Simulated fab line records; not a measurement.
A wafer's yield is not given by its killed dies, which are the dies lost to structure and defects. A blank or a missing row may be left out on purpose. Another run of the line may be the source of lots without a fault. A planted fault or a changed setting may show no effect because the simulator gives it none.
fab line records	flow n5-finfet
record: lots: 24	wafers: 72	last-day: 18
route steps=1938 shown BEOL_M2@842
lots untouched by any fault: they come from a run of this same line in which no faults occurred
start-h: hours from the record's opening day to when the first of the lot's shown wafers began	wait-h: how many hours have passed since the lot's step before this one	" identical to the entry in the row above	L1.1+2: a row that stands for several wafers	- either no value or no given start	* or withheld: withheld	< > ~ a bound
route shown NAME@n: NAME is a module with steps in the file, n the number in the route of the first one	usual: average and standard deviation across the fault-free wafers	same: alike in all rows	chamber/n: place in a boat	sites: per-site readings	_std_site: the values' standard deviation	_edge_site: inner sites' mean taken away from outer sites' mean	radius-mm: for every site, how far away it sits from the centre of the wafer	mask NAME#n: copy n	behind: the tool/chamber that last shaped the wafer	hold: what put the lot on hold/how long, in hours/how the hold closed	device: which transistor (n, p or np) failed to switch	end of line: tests of these same wafers at the route's end	step lacking rows: just its recipe	killed: dies lost to structure and defects at the first sort, not the wafer's yield	map: a wafer's dies, x killed, . not, _ none there
set.NAME: the setting that was run; set.NAME@STEP: the one run at that earlier step	model.NAME: the simulator's own value behind a step, which no gauge read
route steps across a sampled set of lots; one table per step, one row per wafer
services: the hour from which a tool's chamber was out of use, counted from the record's first day as start-h (under 0 if before that day), plus the number of hours and why
== steps ==
step: N5_BEOL_M2_THK_MEAS_01
recipe: reads: SiOC_of_BEOL_M2_ILD_DEP_00
usual: M2_ILD_THK: 78.9/1.1
lot.wafer	tool	chamber	start-h	wait-h	M2_ILD_THK[nm]
L074.1	film-metro-01	-	134.65	0.1	78.8
L074.3	"	-	"	"	79.9
L074.4	"	-	"	"	77.6
L075.2	film-metro-02	-	138.42	0.1	77.2
L075.5	"	-	"	"	78.9
L075.6	"	-	"	"	80.0
L076.1	film-metro-02	-	143.66	0.0	77.5
L076.2	"	-	"	"	79.7
L076.4	"	-	"	"	80.8
L077.1	film-metro-02	-	145.17	0.0	80.2
L077.4	"	-	"	"	78.9
L077.5	"	-	"	"	80.8
L078.3	film-metro-02	-	153.15	0.1	79.5
L078.4	"	-	"	"	79.3
L078.5	"	-	"	"	80.4
L079.1	film-metro-01	-	160.16	0.0	79.0
L079.3	"	-	"	"	79.0
L079.4	"	-	"	"	80.0
L080.2	film-metro-01	-	165.22	0.1	77.3
L080.5	"	-	"	"	79.0
L080.6	"	-	"	"	79.1
L081.1	film-metro-01	-	175.71	0.0	78.6
L081.3	"	-	"	"	78.6
L081.4	"	-	"	"	79.3
L082.2	film-metro-02	-	183.15	0.1	79.1
L082.4	"	-	"	"	78.8
L082.5	"	-	"	"	78.5
L083.1	film-metro-01	-	193.62	0.0	79.4
L083.4	"	-	"	"	80.8
L083.5	"	-	"	"	78.7
L084.1	film-metro-01	-	198.73	0.0	78.3
L084.5	"	-	"	"	80.2
L084.6	"	-	"	"	80.3
L085.2	film-metro-02	-	205.48	0.1	78.6
L085.3	"	-	"	"	77.8
L085.4	"	-	"	"	79.4
L086.1	film-metro-02	-	211.64	0.1	78.4
L086.3	"	-	"	"	78.9
L086.5	"	-	"	"	77.9
L087.1	film-metro-02	-	217.53	0.0	79.3
L087.5	"	-	"	"	79.7
L087.6	"	-	"	"	79.2
L088.1	film-metro-01	-	218.92	0.0	79.1
L088.2	"	-	"	"	79.2
L088.5	"	-	"	"	80.4
L089.1	film-metro-01	-	219.03	0.0	79.4
L089.4	"	-	"	"	80.6
L089.5	"	-	"	"	80.6
L090.2	film-metro-02	-	231.65	0.1	79.1
L090.3	"	-	"	"	77.6
L090.5	"	-	"	"	79.5
L092.2	film-metro-02	-	239.60	0.1	78.8
L092.4	"	-	"	"	79.7
L092.5	"	-	"	"	78.3
L093.3	film-metro-01	-	243.42	0.1	77.9
L093.5	"	-	"	"	78.8
L093.6	"	-	"	"	78.9
L094.2	film-metro-02	-	251.48	0.1	78.7
L094.3	"	-	"	"	79.5
L094.5	"	-	"	"	78.8
L095.1	film-metro-01	-	253.81	0.0	77.4
L095.4	"	-	"	"	78.9
L095.6	"	-	"	"	77.7
L096.2	film-metro-02	-	262.83	0.1	75.9
L096.4	"	-	"	"	78.3
L096.5	"	-	"	"	77.9
L097.3	film-metro-01	-	277.12	0.1	77.0
L097.5	"	-	"	"	77.1
L097.6	"	-	"	"	78.2
L091.3	film-metro-01	-	277.95	0.1	79.1
L091.4	"	-	"	"	81.3
L091.5	"	-	"	"	81.2
step: N5_BEOL_M2_HM_OPEN_17
recipe: chemistry: Cl2/BCl3	target-depth-a: 200	overetch-a: 60	target: TiN	mask-material: SOC	ion-energy-ev: 150	pressure-mtorr: 10	icp-w: 1000	bias-w: 126	Cl2_flow_sccm: 53.25	bcl3-flow-sccm: 21.75	Ar_flow_sccm: 25
usual: bcl3-flow-sccm: 21.75/0.065	drypump-motor-current-A: 5.6/0.56	oes-product-au: 0.60/0.056	throttle-valve-pct: 22.04/0.29
lot.wafer	tool	chamber	start-h	wait-h	bcl3-flow-sccm	drypump-motor-current-A	oes-product-au	rf-hours-counter-h	throttle-valve-pct
L074.1	rie-metal-03	1	135.52	0.0	21.64	5.0	0.71	15	22.03
L074.3	"	1	"	"	21.64	4.9	0.71	-	22.04
L074.4	"	0	"	"	21.64	5.7	0.53	-	22.38
L075.2	rie-metal-02	0	139.39	0.0	21.72	5.1	0.59	79	21.89
L075.5	"	1	"	"	21.88	6.5	0.58	-	21.82
L075.6	"	0	"	"	21.79	5.2	0.60	-	21.86
L076.1	rie-metal-03	1	145.99	0.0	21.70	4.9	0.72	15	22.03
L076.2	"	0	"	"	21.78	5.8	0.54	112	22.35
L076.4	"	1	"	"	21.69	4.9	0.71	-	22.01
L077.1	rie-metal-01	1	147.20	0.0	21.74	5.7	0.65	43	21.69
L077.4	"	1	"	"	21.84	5.7	0.65	-	21.71
L077.5	"	1	"	"	21.78	5.7	0.65	-	21.69
L078.3	rie-metal-03	1	154.93	0.1	21.74	4.9	0.70	-	22.05
L078.4	"	0	"	"	21.79	5.8	0.53	-	22.38
L078.5	"	1	"	"	21.78	4.9	0.71	-	22.04
L079.1	rie-metal-02	1	161.82	0.0	21.70	6.5	0.57	97	21.83
L079.3	"	0	"	"	21.78	5.1	0.59	-	21.86
L079.4	"	1	"	"	21.78	6.5	0.58	-	21.83
L080.2	rie-metal-02	1	166.84	0.1	21.79	6.4	0.59	-	21.79
L080.5	"	1	"	"	21.74	6.5	0.58	-	21.80
L080.6	"	1	"	"	21.66	6.5	0.58	-	21.80
L081.1	rie-metal-01	1	178.74	0.0	21.62	5.7	0.64	47	21.71
L081.3	"	1	"	"	21.69	5.7	0.64	-	21.68
L081.4	"	0	"	"	21.81	5.7	0.58	-	22.71
L082.2	rie-metal-02	1	184.75	0.0	21.78	6.5	0.58	100	21.83
L082.4	"	1	"	"	21.73	6.5	0.57	-	21.84
L082.5	"	1	"	"	21.75	6.5	0.57	-	21.83
L083.1	rie-metal-03	1	195.91	0.0	21.79	5.0	0.70	20	22.02
L083.4	"	0	"	"	21.76	5.7	0.52	-	22.37
L083.5	"	0	"	"	21.60	5.8	0.52	-	22.38
L084.1	rie-metal-01	1	200.20	0.0	21.77	5.7	0.63	48	21.71
L084.5	"	1	"	"	21.76	5.7	0.63	-	21.71
L084.6	"	0	"	"	21.69	5.7	0.59	-	22.71
L085.2	rie-metal-03	1	206.84	0.0	21.71	4.9	0.69	22	22.06
L085.3	"	1	"	"	21.73	4.9	0.69	-	22.05
L085.4	"	0	"	"	21.74	5.8	0.52	-	22.35
L086.1	rie-metal-02	0	212.88	0.0	21.73	5.2	0.58	87	21.90
L086.3	"	0	"	"	21.72	5.1	0.59	-	21.91
L086.5	"	0	"	"	21.71	5.2	0.58	-	21.89
L087.1	rie-metal-01	0	219.58	0.0	21.70	5.7	0.59	83	22.71
L087.5	"	1	"	"	21.68	5.7	0.64	-	21.70
L087.6	"	0	"	"	21.70	5.7	0.59	-	22.73
L088.1	rie-metal-02	1	220.16	0.0	21.76	6.5	0.57	101	21.87
L088.2	"	0	"	"	21.84	5.1	0.58	88	21.90
L088.5	"	0	"	"	21.75	5.1	0.57	-	21.90
L089.1	rie-metal-03	1	220.44	0.0	21.76	4.9	0.68	23	22.03
L089.4	"	1	"	"	21.71	4.9	0.69	-	22.05
L089.5	"	0	"	"	21.80	5.8	0.52	-	22.39
L090.2	rie-metal-03	0	233.90	0.0	21.76	5.8	0.52	121	22.39
L090.3	"	1	"	"	21.84	4.9	0.69	-	22.07
L090.5	"	1	"	"	21.88	4.9	0.68	-	22.05
L092.2	rie-metal-02	1	242.59	0.0	21.73	6.5	0.57	103	21.85
L092.4	"	0	"	"	21.89	5.1	0.59	-	21.90
L092.5	"	0	"	"	21.84	5.1	0.58	-	21.89
L093.3	rie-metal-02	0	246.48	0.1	21.84	5.1	0.58	-	21.91
L093.5	"	1	"	"	21.68	6.5	0.57	-	21.85
L093.6	"	0	"	"	21.69	5.1	0.58	-	21.92
L094.2	rie-metal-03	0	255.10	0.0	21.86	5.7	0.51	122	22.37
L094.3	"	1	"	"	21.83	4.9	0.67	-	22.10
L094.5	"	0	"	"	21.82	5.7	0.52	-	22.39
L095.1	rie-metal-02	1	255.32	0.0	21.72	6.5	0.57	104	21.85
L095.4	"	1	"	"	21.82	6.5	0.56	-	21.86
L095.6	"	0	"	"	21.67	5.1	0.57	-	21.91
L096.2	rie-metal-02	1	266.67	0.0	21.75	6.4	0.57	105	21.85
L096.4	"	0	"	"	21.86	5.1	0.58	-	21.90
L096.5	"	0	"	"	21.75	5.2	0.58	-	21.89
L097.3	rie-metal-03	1	278.27	0.1	21.75	4.9	0.67	-	22.07
L097.5	"	1	"	"	21.68	4.9	0.67	-	22.07
L097.6	"	1	"	"	21.63	4.9	0.67	-	22.06
L091.3	rie-metal-01	0	280.68	0.1	21.72	5.7	0.57	-	22.74
L091.4	"	1	"	"	21.72	5.7	0.63	-	21.73
L091.5	"	1	"	"	21.77	5.7	0.62	-	21.74
step: N5_BEOL_M2_CD_MEAS_18
recipe: pitch-nm: 36	target-cd-nm: 18
usual: cd-nm: 17.93/0.29
lot.wafer	tool	chamber	start-h	wait-h	cd-nm
L074.1	cd-sem-02	-	135.70	0.0	17.98
L074.3	"	-	"	"	17.58
L074.4	"	-	"	"	17.92
L075.2	cd-sem-01	-	139.58	0.1	17.27
L075.5	"	-	"	"	17.58
L075.6	"	-	"	"	18.00
L076.1	cd-sem-02	-	146.34	0.0	17.93
L076.2	"	-	"	"	18.60
L076.4	"	-	"	"	17.68
L077.1	cd-sem-02	-	147.63	0.0	17.99
L077.4	"	-	"	"	18.26
L077.5	"	-	"	"	17.71
L078.3	cd-sem-02	-	155.08	0.1	18.04
L078.4	"	-	"	"	18.19
L078.5	"	-	"	"	18.37
L079.1	cd-sem-02	-	162.09	0.0	18.05
L079.3	"	-	"	"	18.02
L079.4	"	-	"	"	17.88
L080.2	cd-sem-03	-	167.08	0.1	18.02
L080.5	"	-	"	"	17.47
L080.6	"	-	"	"	17.93
L081.1	cd-sem-01	-	178.96	0.0	18.31
L081.3	"	-	"	"	18.12
L081.4	"	-	"	"	18.16
L082.2	cd-sem-03	-	184.94	0.1	17.69
L082.4	"	-	"	"	17.51
L082.5	"	-	"	"	17.47
L083.1	cd-sem-01	-	196.09	0.0	17.95
L083.4	"	-	"	"	18.29
L083.5	"	-	"	"	17.59
L084.1	cd-sem-02	-	200.46	0.0	18.16
L084.5	"	-	"	"	17.72
L084.6	"	-	"	"	17.77
L085.2	cd-sem-03	-	207.03	0.1	18.01
L085.3	"	-	"	"	17.98
L085.4	"	-	"	"	18.06
L086.1	cd-sem-01	-	213.06	0.0	18.28
L086.3	"	-	"	"	18.01
L086.5	"	-	"	"	17.81
L087.1	cd-sem-02	-	219.76	0.0	17.71
L087.5	"	-	"	"	17.96
L087.6	"	-	"	"	18.18
L088.1	cd-sem-02	-	220.34	0.0	18.05
L088.2	"	-	"	"	18.10
L088.5	"	-	"	"	17.78
L089.1	cd-sem-03	-	220.62	0.0	18.31
L089.4	"	-	"	"	18.04
L089.5	"	-	"	"	17.63
L090.2	cd-sem-01	-	234.09	0.1	17.54
L090.3	"	-	"	"	17.56
L090.5	"	-	"	"	17.81
L092.2	cd-sem-01	-	242.81	0.1	18.58
L092.4	"	-	"	"	17.52
L092.5	"	-	"	"	18.30
L093.3	cd-sem-03	-	246.64	0.1	17.91
L093.5	"	-	"	"	18.09
L093.6	"	-	"	"	17.70
L094.2	cd-sem-01	-	255.37	0.1	18.35
L094.3	"	-	"	"	18.23
L094.5	"	-	"	"	18.16
L095.1	cd-sem-03	-	255.52	0.0	17.63
L095.4	"	-	"	"	18.28
L095.6	"	-	"	"	17.74
L096.2	cd-sem-02	-	266.90	0.1	17.84
L096.4	"	-	"	"	17.65
L096.5	"	-	"	"	17.61
L097.3	cd-sem-01	-	278.48	0.1	17.63
L097.5	"	-	"	"	17.52
L097.6	"	-	"	"	18.03
L091.3	cd-sem-03	-	280.84	0.1	18.16
L091.4	"	-	"	"	17.88
L091.5	"	-	"	"	18.42
step: N5_BEOL_M2_DESCUM_33
recipe: chemistry: O2	time-s: 7	source-power-w: 50	bias-power-w: 20	pressure-mtorr: 20	rf-frequency-hz: 2.712e+07	temp-c: 40	resist: CAR-EUV	o2-flow-sccm: 225
usual: drypump-motor-current-A: 5.9/0.47	oes-product-au: 0.77/0.067	rf-vpp-V: 243.1/1.2	showerhead-plenum-p-Torr: 2.10/0.057	throttle-valve-pct: 20.52/0.22
lot.wafer	tool	chamber	start-h	wait-h	drypump-motor-current-A	oes-product-au	rf-hours-counter-h	rf-vpp-V	showerhead-plenum-p-Torr	throttle-valve-pct
L074.1	rie-diel-04	3	136.27	0.0	5.6	0.70	238	244.4	2.16	20.84
L074.3	"	0	"	"	5.3	0.72	189	242.9	2.07	20.34
L074.4	"	1	"	"	5.5	0.84	67	243.2	2.11	20.48
L075.2	rie-diel-01	1	140.02	0.0	6.2	0.88	58	242.7	2.14	20.67
L075.5	"	0	"	"	5.9	0.76	-	243.2	1.99	20.16
L075.6	"	3	"	"	6.6	0.71	-	243.1	2.16	20.73
L076.1	rie-diel-02	2	147.18	0.3	6.6	0.76	163	244.1	2.18	20.82
L076.2	"	0	"	"	6.2	0.91	13	242.9	2.15	20.34
L076.4	"	1	"	"	5.8	0.77	146	243.1	2.09	20.59
L077.1	rie-diel-01	2	148.07	0.0	5.6	0.79	95	242.5	2.03	20.57
L077.4	"	1	"	"	6.2	0.87	61	244.3	2.14	20.67
L077.5	"	2	"	"	5.6	0.78	-	241.0	2.03	20.57
L078.3	rie-diel-02	2	155.67	0.1	6.6	0.75	165	244.4	2.18	20.83
L078.4	"	0	"	"	6.2	0.91	15	243.3	2.15	20.35
L078.5	"	1	"	"	5.8	0.78	-	244.9	2.09	20.57
L079.1	rie-diel-01	0	162.53	0.0	5.9	0.75	164	241.8	1.99	20.16
L079.3	"	2	"	"	5.6	0.78	101	242.0	2.03	20.57
L079.4	"	1	"	"	6.2	0.86	67	245.2	2.14	20.68
L080.2	rie-diel-02	1	167.52	0.0	5.8	0.76	153	242.3	2.09	20.58
L080.5	"	2	"	"	6.7	0.76	-	243.2	2.18	20.85
L080.6	"	1	"	"	5.8	0.77	-	244.2	2.09	20.57
L081.1	rie-diel-01	1	179.53	0.0	6.1	0.86	73	242.8	2.14	20.71
L081.3	"	3	"	"	6.8	0.69	230	244.6	2.16	20.75
L081.4	"	0	"	"	5.9	0.75	170	242.0	1.99	20.19
L082.2	rie-diel-01	1	185.66	0.3	6.2	0.85	75	243.6	2.13	20.70
L082.4	"	2	"	"	5.5	0.76	109	239.1	2.03	20.59
L082.5	"	2	"	"	5.6	0.78	-	241.0	2.03	20.60
L083.1	rie-diel-04	1	196.53	0.0	5.5	0.80	94	244.7	2.10	20.53
L083.4	"	2	"	"	5.9	0.78	-	241.7	2.09	20.05
L083.5	"	1	"	"	5.5	0.81	-	243.5	2.10	20.54
L084.1	rie-diel-02	3	201.06	0.1	5.2	0.71	199	243.6	2.09	20.36
L084.5	"	3	"	"	5.2	0.71	-	242.8	2.09	20.35
L084.6	"	0	"	"	6.1	0.89	-	241.9	2.14	20.35
L085.2	rie-diel-02	2	207.73	0.3	6.6	0.74	181	243.7	2.18	20.85
L085.3	"	3	"	"	5.2	0.71	202	243.4	2.09	20.36
L085.4	"	1	"	"	5.8	0.77	160	242.7	2.09	20.59
L086.1	rie-diel-01	1	213.50	0.0	6.1	0.84	87	243.5	2.13	20.71
L086.3	"	0	"	"	5.9	0.74	184	240.1	1.98	20.21
L086.5	"	3	"	"	6.7	0.69	-	242.1	2.15	20.77
L087.1	rie-diel-01	2	220.20	0.0	5.6	0.75	124	241.8	2.02	20.61
L087.5	"	3	"	"	6.7	0.69	-	243.3	2.15	20.77
L087.6	"	2	"	"	5.6	0.76	-	240.3	2.02	20.61
L088.1	rie-diel-02	3	220.78	0.0	5.2	0.70	207	243.5	2.09	20.37
L088.2	"	0	"	"	6.1	0.88	36	244.5	2.14	20.36
L088.5	"	0	"	"	6.2	0.88	-	244.3	2.14	20.36
L089.1	rie-diel-02	1	221.18	0.0	5.8	0.75	165	245.6	2.09	20.60
L089.4	"	3	"	"	5.2	0.69	207	242.7	2.09	20.36
L089.5	"	0	"	"	6.2	0.87	-	244.1	2.14	20.36
L090.2	rie-diel-02	1	234.65	0.0	5.8	0.75	170	243.4	2.09	20.63
L090.3	"	0	"	"	6.2	0.86	41	245.3	2.14	20.38
L090.5	"	2	"	"	6.6	0.73	-	244.9	2.17	20.89
L092.2	rie-diel-01	1	243.43	0.1	6.2	0.82	99	242.7	2.13	20.73
L092.4	"	1	"	"	6.2	0.81	-	243.2	2.13	20.75
L092.5	"	0	"	"	5.9	0.72	-	241.8	1.98	20.23
L093.3	rie-diel-01	0	247.08	0.0	5.9	0.71	197	241.1	1.98	20.23
L093.5	"	1	"	"	6.2	0.81	-	242.6	2.13	20.73
L093.6	"	2	"	"	5.6	0.74	-	242.7	2.02	20.62
L094.2	rie-diel-04	0	255.98	0.0	5.3	0.69	230	241.4	2.05	20.40
L094.3	"	3	"	"	5.6	0.94	18	243.3	2.15	20.61
L094.5	"	1	"	"	5.5	0.79	-	242.1	2.09	20.56
L095.1	rie-diel-04	0	256.13	0.1	5.3	0.69	231	241.9	2.05	20.42
L095.4	"	3	"	"	5.6	0.93	18	243.8	2.15	20.58
L095.6	"	0	"	"	5.3	0.69	-	242.9	2.05	20.41
L096.2	rie-diel-02	3	267.34	0.0	5.2	0.70	222	241.9	2.08	20.38
L096.4	"	1	"	"	5.8	0.74	181	243.6	2.08	20.64
L096.5	"	1	"	"	5.8	0.74	-	243.2	2.08	20.62
L097.3	rie-diel-04	0	279.07	0.1	5.3	0.69	239	241.2	2.05	20.43
L097.5	"	0	"	"	5.3	0.68	-	243.2	2.05	20.43
L097.6	"	1	"	"	5.6	0.78	-	242.8	2.09	20.58
L091.3	rie-diel-02	2	281.61	0.2	6.6	0.73	205	244.2	2.17	20.88
L091.4	"	3	"	"	5.2	0.69	226	243.2	2.08	20.39
L091.5	"	0	"	"	6.2	0.84	-	243.1	2.13	20.41
step: N5_BEOL_M2_ETCH_77
recipe: chemistry: N2/H2	target: underlayer	target-depth-a: 65	mask-material: CAR-EUV	time-s: 5.2	ion-energy-ev: 200	pressure-mtorr: 30	source-w: 840	bias-w: 150	n2-flow-sccm: 200	h2-flow-sccm: 200	ends: cleared
usual: drypump-motor-current-A: 5.9/0.47	etch-rf-on-time-s: 5.25/0.11	oes-product-au: 0.66/0.058	rf-vpp-V: 524.0/2.2	showerhead-plenum-p-Torr: 2.54/0.061	throttle-valve-pct: 17.90/0.2
lot.wafer	tool	chamber	start-h	wait-h	drypump-motor-current-A	etch-rf-on-time-s	oes-product-au	rf-hours-counter-h	rf-vpp-V	showerhead-plenum-p-Torr	throttle-valve-pct
L074.1	rie-diel-04	3	136.30	0.0	5.6	5.09	0.60	238	526.9	2.60	18.00
L074.3	"	0	"	"	5.3	5.14	0.60	189	525.5	2.53	17.84
L074.4	"	1	"	"	5.6	5.06	0.71	67	525.8	2.58	18.00
L075.2	rie-diel-01	1	140.05	0.0	6.2	5.10	0.74	58	525.7	2.59	18.03
L075.5	"	0	"	"	5.9	5.41	0.63	-	518.5	2.44	17.82
L075.6	"	3	"	"	6.7	5.26	0.60	-	527.2	2.60	17.96
L076.1	rie-diel-02	2	147.21	0.0	6.7	5.21	0.65	163	526.2	2.64	18.19
L076.2	"	0	"	"	6.2	5.36	0.78	13	525.1	2.60	17.63
L076.4	"	1	"	"	5.9	5.21	0.66	146	522.0	2.53	17.80
L077.1	rie-diel-01	2	148.10	0.0	5.6	5.35	0.67	95	521.6	2.47	18.06
L077.4	"	1	"	"	6.2	5.11	0.75	61	524.2	2.59	18.02
L077.5	"	2	"	"	5.6	5.37	0.67	-	519.3	2.47	18.05
L078.3	rie-diel-02	2	155.70	0.0	6.6	5.18	0.64	165	526.5	2.64	18.21
L078.4	"	0	"	"	6.2	5.43	0.78	15	526.4	2.60	17.64
L078.5	"	1	"	"	5.8	5.17	0.67	-	523.9	2.52	17.82
L079.1	rie-diel-01	0	162.57	0.0	5.9	5.44	0.61	164	521.8	2.44	17.82
L079.3	"	2	"	"	5.6	5.43	0.67	101	521.7	2.47	18.09
L079.4	"	1	"	"	6.2	5.16	0.73	67	525.1	2.59	18.03
L080.2	rie-diel-02	1	167.55	0.0	5.8	5.06	0.66	153	524.0	2.52	17.77
L080.5	"	2	"	"	6.6	5.12	0.64	-	528.7	2.64	18.20
L080.6	"	1	"	"	5.8	5.09	0.66	-	522.2	2.52	17.81
L081.1	rie-diel-01	1	179.56	0.0	6.2	5.13	0.72	73	524.5	2.59	18.05
L081.3	"	3	"	"	6.6	5.29	0.60	230	525.9	2.60	17.98
L081.4	"	0	"	"	5.9	5.39	0.62	170	520.3	2.43	17.86
L082.2	rie-diel-01	1	185.69	0.0	6.2	5.08	0.73	75	525.2	2.59	18.06
L082.4	"	2	"	"	5.6	5.38	0.65	109	521.3	2.46	18.08
L082.5	"	2	"	"	5.6	5.33	0.67	-	521.9	2.46	18.10
L083.1	rie-diel-04	1	196.59	0.0	5.5	5.08	0.70	94	523.9	2.57	18.03
L083.4	"	2	"	"	6.0	5.34	0.66	-	523.4	2.56	17.61
L083.5	"	1	"	"	5.5	5.04	0.70	-	524.2	2.57	18.06
L084.1	rie-diel-02	3	201.10	0.0	5.2	5.26	0.60	199	523.6	2.52	17.63
L084.5	"	3	"	"	5.2	5.24	0.60	-	522.5	2.51	17.64
L084.6	"	0	"	"	6.2	5.31	0.75	-	525.0	2.60	17.64
L085.2	rie-diel-02	2	207.76	0.0	6.6	5.19	0.62	181	525.8	2.63	18.24
L085.3	"	3	"	"	5.2	5.29	0.59	202	521.9	2.52	17.67
L085.4	"	1	"	"	5.8	5.16	0.66	160	523.5	2.52	17.82
L086.1	rie-diel-01	1	213.53	0.0	6.2	5.18	0.71	87	523.4	2.58	18.08
L086.3	"	0	"	"	5.9	5.46	0.61	184	521.4	2.43	17.87
L086.5	"	3	"	"	6.7	5.35	0.59	-	525.6	2.59	18.01
L087.1	rie-diel-01	2	220.24	0.0	5.6	5.39	0.64	124	523.1	2.46	18.11
L087.5	"	3	"	"	6.7	5.37	0.59	-	525.8	2.59	18.05
L087.6	"	2	"	"	5.6	5.36	0.63	-	519.7	2.46	18.11
L088.1	rie-diel-02	3	220.82	0.0	5.2	5.21	0.60	207	522.1	2.51	17.69
L088.2	"	0	"	"	6.2	5.29	0.75	36	526.4	2.59	17.66
L088.5	"	0	"	"	6.2	5.33	0.76	-	527.9	2.59	17.69
L089.1	rie-diel-02	1	221.22	0.0	5.8	5.12	0.65	165	523.1	2.52	17.86
L089.4	"	3	"	"	5.2	5.26	0.59	207	522.8	2.51	17.67
L089.5	"	0	"	"	6.2	5.30	0.74	-	526.9	2.59	17.65
L090.2	rie-diel-02	1	234.69	0.0	5.8	5.15	0.65	170	523.3	2.51	17.85
L090.3	"	0	"	"	6.1	5.36	0.72	41	525.7	2.59	17.69
L090.5	"	2	"	"	6.6	5.18	0.63	-	525.2	2.63	18.24
L092.2	rie-diel-01	1	243.47	0.0	6.2	5.13	0.71	99	523.1	2.57	18.08
L092.4	"	1	"	"	6.2	5.14	0.70	-	524.2	2.57	18.12
L092.5	"	0	"	"	5.9	5.41	0.60	-	520.6	2.42	17.89
L093.3	rie-diel-01	0	247.11	0.0	5.9	5.41	0.61	197	520.2	2.42	17.90
L093.5	"	1	"	"	6.2	5.16	0.70	-	524.3	2.57	18.09
L093.6	"	2	"	"	5.6	5.38	0.64	-	522.0	2.45	18.12
L094.2	rie-diel-04	0	256.02	0.0	5.3	5.33	0.58	230	523.2	2.51	17.90
L094.3	"	3	"	"	5.6	5.19	0.80	18	524.1	2.58	17.69
L094.5	"	1	"	"	5.5	5.11	0.68	-	524.8	2.56	18.10
L095.1	rie-diel-04	0	256.17	0.0	5.3	5.16	0.58	231	524.8	2.51	17.91
L095.4	"	3	"	"	5.6	5.07	0.81	18	524.9	2.58	17.71
L095.6	"	0	"	"	5.3	5.17	0.59	-	519.6	2.52	17.91
L096.2	rie-diel-02	3	267.37	0.0	5.2	5.30	0.59	222	523.3	2.51	17.68
L096.4	"	1	"	"	5.9	5.16	0.64	181	524.1	2.51	17.84
L096.5	"	1	"	"	5.8	5.10	0.65	-	523.7	2.51	17.87
L097.3	rie-diel-04	0	279.11	0.0	5.3	5.17	0.59	239	522.3	2.51	17.94
L097.5	"	0	"	"	5.3	5.28	0.58	-	522.2	2.51	17.95
L097.6	"	1	"	"	5.5	5.15	0.67	-	525.9	2.56	18.12
L091.3	rie-diel-02	2	281.64	0.0	6.7	5.21	0.62	205	524.5	2.62	18.24
L091.4	"	3	"	"	5.2	5.31	0.59	226	522.3	2.50	17.69
L091.5	"	0	"	"	6.2	5.38	0.71	-	525.7	2.58	17.73
step: N5_BEOL_M2_OCD_MEAS_38
usual: trench-depth-nm: 55.1/0.9
lot.wafer	tool	chamber	start-h	wait-h	trench-depth-nm
L074.1	ocd-01	-	144.72	-	53.8
L074.3	"	-	"	"	55.9
L074.4	"	-	"	"	52.6
L075.2	ocd-01	-	145.98	-	56.1
L075.5	"	-	"	"	55.7
L075.6	"	-	"	"	54.2
L077.1	ocd-01	-	151.68	-	56.0
L077.4	"	-	"	"	53.6
L077.5	"	-	"	"	55.3
L076.1	ocd-01	-	154.15	-	55.4
L076.2	"	-	"	"	54.1
L076.4	"	-	"	"	54.8
L078.3	ocd-01	-	158.58	-	54.9
L078.4	"	-	"	"	54.5
L078.5	"	-	"	"	55.4
L079.1	ocd-01	-	165.09	-	56.8
L079.3	"	-	"	"	54.3
L079.4	"	-	"	"	54.2
L080.2	ocd-02	-	168.40	-	54.8
L080.5	"	-	"	"	56.7
L080.6	"	-	"	"	54.5
L081.1	ocd-02	-	184.26	-	56.9
L081.3	"	-	"	"	54.7
L081.4	"	-	"	"	55.7
L082.2	ocd-01	-	198.10	-	56.3
L082.4	"	-	"	"	55.1
L082.5	"	-	"	"	54.9
L083.1	ocd-02	-	202.21	-	54.6
L083.4	"	-	"	"	56.0
L083.5	"	-	"	"	54.1
L084.1	ocd-01	-	210.80	-	54.1
L084.5	"	-	"	"	56.3
L084.6	"	-	"	"	53.7
L085.2	ocd-01	-	219.35	-	56.1
L085.3	"	-	"	"	54.4
L085.4	"	-	"	"	55.5
L086.1	ocd-02	-	222.68	-	56.4
L086.3	"	-	"	"	56.2
L086.5	"	-	"	"	56.4
L087.1	ocd-01	-	223.15	-	55.0
L087.5	"	-	"	"	55.4
L087.6	"	-	"	"	55.9
L088.1	ocd-02	-	226.08	-	55.9
L088.2	"	-	"	"	53.5
L088.5	"	-	"	"	55.5
L089.1	ocd-01	-	228.84	-	54.9
L089.4	"	-	"	"	55.2
L089.5	"	-	"	"	54.9
L090.2	ocd-01	-	236.23	-	55.7
L090.3	"	-	"	"	56.0
L090.5	"	-	"	"	55.8
L092.2	ocd-01	-	249.73	-	54.4
L092.4	"	-	"	"	54.4
L092.5	"	-	"	"	56.0
L093.3	ocd-01	-	254.38	-	54.5
L093.5	"	-	"	"	54.7
L093.6	"	-	"	"	54.9
L094.2	ocd-02	-	261.53	-	54.0
L094.3	"	-	"	"	53.9
L094.5	"	-	"	"	55.9
L095.1	ocd-01	-	265.32	-	54.8
L095.4	"	-	"	"	54.6
L095.6	"	-	"	"	56.5
L096.2	ocd-01	-	273.97	-	56.0
L096.4	"	-	"	"	54.1
L096.5	"	-	"	"	55.5
L097.3	ocd-01	-	283.39	-	55.0
L097.5	"	-	"	"	55.4
L097.6	"	-	"	"	55.1
L091.3	ocd-02	-	286.07	-	54.9
L091.4	"	-	"	"	54.4
L091.5	"	-	"	"	54.6
== services ==
tool	chamber	start-h	hours	kind
rie-diel-04	3	149.90	3.7	repair
rie-diel-02	2	165.11	1.6	repair
rie-metal-02	0	166.26	7.7	repair
rie-diel-02	1	169.68	5.5	repair
rie-diel-04	3	174.05	-	clean
rie-diel-04	3	174.05	-	consumable-replace:focus-ring
rie-diel-04	3	174.05	32.0	scheduled-down
rie-diel-04	3	174.05	32.0	vent-cycle
rie-diel-02	-	176.27	14.6	pm
rie-diel-04	0	192.97	14.7	repair
rie-metal-02	1	198.86	9.7	repair
rie-diel-01	3	242.29	6.0	repair
rie-metal-03	0	261.91	-	clean
rie-metal-03	0	261.91	17.3	scheduled-down
rie-metal-03	0	261.91	17.3	vent-cycle
rie-diel-01	1	269.22	5.2	repair
rie-diel-01	-	280.26	14.6	pm
== key ==
fault none
